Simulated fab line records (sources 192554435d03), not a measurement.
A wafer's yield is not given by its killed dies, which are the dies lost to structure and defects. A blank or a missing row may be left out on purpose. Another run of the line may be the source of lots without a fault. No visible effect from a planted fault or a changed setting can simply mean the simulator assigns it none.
Chamber matching -- flow n5Finfet -- N5_BEOL_M3_ETCHBACK_99 on rieDiel-04 has 4 sister chambers
The step etches SiO2 in CHF3, target depth 5 nm, time 10.4 s. 4 wafers are shown with their chamber, then 7 later ones without.

== WAFERS PAIRED WITH THEIR CHAMBERS ==
wafer,chamber,throttleValvePct (%)
L086.2,2,17.02
L086.4,0,17.36
L089.1,1,17.07
L089.3,3,17.57

== WAFERS WITH NO CHAMBER GIVEN ==
wafer,throttleValvePct (%)
L089.4,17.04
L091.3,17.02
L091.4,17.08
L091.5,17.05
L090.1,17.56
L090.2,17.03
L090.6,17.11

== CHAMBER TAKEN BY EACH ==
wafer,from the rows above,in truth
L089.4,can't be placed: 2 or 1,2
L091.3,2,2
L091.4,1,1
L091.5,can't be placed: 1 or 2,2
L090.1,3,3
L090.2,can't be placed: 2 or 1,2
L090.6,1,1
Correctly placed: 4 of 7. Cannot be placed on the basis of these rows: 3; the candidates contain the true chamber in 3. Placed wrongly: 0.
How it was worked out, from the rows above alone: a wafer's distance from a chamber is the root of the sum, over the readings, of the square of ((its reading less the chamber's mean) divided by the reading's scatter). If the next closest chamber is less than 2 further off than the closest, the wafer can't be placed; otherwise it belongs to the closest. For every chamber, the mean is computed from those of its wafers that are shown. The scatter (one wafer shown for each chamber): square how far every hidden wafer sits from the nearest shown wafer, average those squares and take the square root.
